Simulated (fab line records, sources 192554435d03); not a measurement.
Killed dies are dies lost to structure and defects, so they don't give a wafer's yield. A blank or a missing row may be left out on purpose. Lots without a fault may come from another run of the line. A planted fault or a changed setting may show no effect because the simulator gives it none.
Chamber matching | flow n5_finfet | N5_BEOL_M8_ETCH_62 on rie_diel-01: 4 sister chambers
The step etches SOC in N2/H2, target depth 110 nm, overetch 22 nm, time 165 s. 8 wafers are shown with their chamber, then 8 later ones without.

WAFERS WITH THEIR CHAMBER
wafer  | chamber | drypump_motor_current_A (A) | oes_product_au (a.u.)
L081.3 | 3       | 5.3                         | 0.60
L081.6 | 3       | 5.3                         | 0.59
L084.2 | 2       | 6.3                         | 0.81
L086.1 | 0       | 5.4                         | 0.64
L088.1 | 1       | 6.1                         | 0.59
L088.5 | 0       | 5.5                         | 0.64
L088.6 | 1       | 6.1                         | 0.58
L089.2 | 2       | 6.4                         | 0.78

WAFERS WITHOUT THEIR CHAMBER
wafer  | drypump_motor_current_A (A) | oes_product_au (a.u.)
L089.4 | 6.1                         | 0.59
L089.6 | 5.3                         | 0.82
L090.1 | 5.3                         | 0.81
L090.2 | 6.1                         | 0.58
L090.6 | 6.1                         | 0.58
L092.1 | 5.3                         | 0.80
L092.2 | 6.1                         | 0.58
L092.4 | 5.5                         | 0.64

WHICH CHAMBER EACH WENT THROUGH
wafer  | from the rows above | in truth
L089.4 | 1                   | 1
L089.6 | 0                   | 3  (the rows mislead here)
L090.1 | 0                   | 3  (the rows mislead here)
L090.2 | 1                   | 1
L090.6 | 1                   | 1
L092.1 | 0                   | 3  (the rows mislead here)
L092.2 | 1                   | 1
L092.4 | 0                   | 0
Placed correctly: 5 of 8. Can't be placed from these rows: 0. Placed wrongly: 3.
How it was worked out, from the rows above alone: a wafer's distance from a chamber is the root of the sum, over the readings, of the square of ((its reading less the chamber's mean) divided by the reading's scatter). The wafer belongs to the nearest chamber; if the next one is less than 2 further off, it can't be placed. A chamber's mean is the mean of its shown wafers. The scatter: the root of (the sum of the squares of (reading less its chamber's mean) over the shown wafers, divided by (wafers less chambers)).
